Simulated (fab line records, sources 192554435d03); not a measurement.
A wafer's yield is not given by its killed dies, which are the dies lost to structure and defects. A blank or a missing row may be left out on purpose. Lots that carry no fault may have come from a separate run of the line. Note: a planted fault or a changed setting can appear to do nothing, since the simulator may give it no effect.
A struck lot beside a sound one -- flow n5 finfet -- 15 out of 1938 route steps
Sound: wafers L620.1, L620.3, L620.6. Struck: wafer L624.2 (left out: L624.3, a lot-mate that was not struck); the cause follows at the end.
Per side, at each step with rows, come the tool, then ch with its chambers, and then its first start. Under that, the readings that differ: sound wafers -- struck wafers -- difference of the means -- sigmas: that difference in standard deviations of wafers without a fault.
alike: readings with means less than 2 such deviations apart, plus words and numbers identical on both sides. not compared: withheld readings, readings lacking a value on some wafer, bounds such as >300 that could conceal the same value, and numbers that have no deviation in the record and whose values overlap.
A row with sigmas, a row that says differs or no value, or rows on one side alone: a step with any of these is where the two part. Non-overlapping numbers with no deviation appear without sigmas and do not part them. A reading missing from all wafers of one side parts the sides only when that side holds two or more wafers.

N5_MOL_CONTACT_COAG_OVL_MEAS_85:
  sound on overlay-02 ch 0, day 5 09:02; struck on overlay-02 ch 0, day 6 09:26
  alike: VG_OVL
N5_MOL_CONTACT_COAG_INSPECT_57: inspects for defects (brightfield).
  sound on defect inspect-02, day 5 09:05; struck on defect inspect-01, day 6 09:29
  alike: raw defect count
N5_MOL_CONTACT_COAG_DESCUM_88: chemistry O2, time 7 s.
  sound on rie diel-06 ch 1,2,3, day 5 09:07; struck on rie diel-01 ch 0, day 6 09:32
reading,sound,struck,difference,sigmas
drypump motor current A (A),6.4 5.9 6.3,5.0,-1.2,-3
  alike: bias power w, chamber pressure mTorr, o2 flow sccm, oes product au, rf vpp V, showerhead plenum p Torr, throttle valve pct
  not compared: rf hours counter h
then, 1 step without rows for these wafers: N5_MOL_CONTACT_COAG_ETCH_89 (etches underlayer in N2/H2, target depth 13 nm, time 10.4 s).
N5_MOL_CONTACT_COAG_ETCH_90: etches SiARC in CF4, target depth 13 nm, time 21.7 s.
  sound on rie diel-06 ch 1,2,3, day 5 09:11; struck on rie diel-01 ch 0, day 6 09:35
reading,sound,struck,difference,sigmas
drypump motor current A (A),6.3 5.9 6.4,5.0,-1.2,-3
  alike: chamber pressure mTorr, etch rf on time s, oes product au, rf vpp V, showerhead plenum p Torr, throttle valve pct
  not compared: rf hours counter h
N5_MOL_CONTACT_COAG_ALD_131: deposits SiO2, target thk 5 nm, pulse time 1 s, co reactant pulse time 1 s.
  sound on ald sin-02 ch 0,2,3, day 5 09:16; struck on ald sin-03 ch 3, day 6 09:40
  alike: heater power w, precursor pulse height rel, susceptor temp C
then, 1 step without rows for these wafers: N5_MOL_CONTACT_COAG_ETCHBACK_132 (etches SiO2 in CHF3, target depth 10 nm, time 6.7 s).
N5_MOL_CONTACT_COAG_ETCH_91: etches SOC in N2/H2, target depth 60 nm, overetch 21 nm, time 101.2 s.
  sound on rie diel-02 ch 0,1,3, day 5 09:28; struck on rie diel-02 ch 2, day 6 09:53
reading,sound,struck,difference,sigmas
chamber pressure mTorr (mTorr),29.976 30.023 29.978,30.069,+0.077,+3
  alike: drypump motor current A, oes product au, rf vpp V, showerhead plenum p Torr, throttle valve pct
  not compared: rf hours counter h
then, 4 steps without rows for these wafers: N5_MOL_CONTACT_COAG_STRIP_92 (strips in N2/H2); N5_MOL_CONTACT_COAG_STRIP_93 (strips in N2/H2); N5_MOL_CONTACT_COAG_ETCHBACK_135 (etches SiO2 in CHF3, target depth 25 nm, time 16.7 s); N5_MOL_CONTACT_COAG_STRIP_118 (strips in CHF3).
N5_MOL_CONTACT_COAG_VIA_ETCH_46: etches SiO2 in C4F6/O2, target depth 46 nm, overetch 9.2 nm, time 40 s.
  sound on rie diel-02 ch 0,1,3, day 5 09:36; struck on rie diel-02 ch 2, day 6 10:01
reading,sound,struck,difference,sigmas
model.SOC_of_MOL_CONTACT_COAG_COAT_75.thk nm (nm),50.6 50.8 50.8,47.2,-3.5,
  alike: chamber pressure mTorr, drypump motor current A, oes product au, rf vpp V, showerhead plenum p Torr, throttle valve pct
  not compared: rf hours counter h
N5_MOL_CONTACT_COAG_STRIP_96: strips in N2/H2.
  sound on rie diel-02 ch 0,1,3, day 5 09:40; struck on rie diel-02 ch 2, day 6 10:05
  alike: bias power w, chamber pressure mTorr, drypump motor current A, oes product au, rf vpp V, showerhead plenum p Torr, throttle valve pct
  not compared: rf hours counter h
-- a jump in the record: the struck wafers' starts before and after are 3 days apart (it breaks off in module MOL_CONTACT_COAG and resumes in module BEOL_M4, where the first step shown is number 1111 of the route) --
N5_BEOL_M4_RC_MEAS_101:
  sound on prober-01 ch 0, day 8 03:00; struck on prober-02 ch 0, day 9 13:31
reading,sound,struck,difference,sigmas
DIBL_N (mV/V),39.1 38.7 39.5,33.6,-5.5,-4
DIBL_P (mV/V),38.6 37.9 38.2,32.8,-5.4,-3
IOFF_N (nA/um),0.185 0.183 0.185,0.124,-0.060,-3
IOFF_P (nA/um),0.27 0.26 0.26,0.20,-0.06,-2
SS_P (mV/dec),73.6 74.0 73.6,72.4,-1.3,-2
  alike: ION_N, ION_P, SS_N, VT_N, VT_P

WHERE THEY PART
Earliest at N5_MOL_CONTACT_COAG_DESCUM_88; latest, in this record, at N5_BEOL_M4_RC_MEAS_101.

WHY: what the simulator had put in
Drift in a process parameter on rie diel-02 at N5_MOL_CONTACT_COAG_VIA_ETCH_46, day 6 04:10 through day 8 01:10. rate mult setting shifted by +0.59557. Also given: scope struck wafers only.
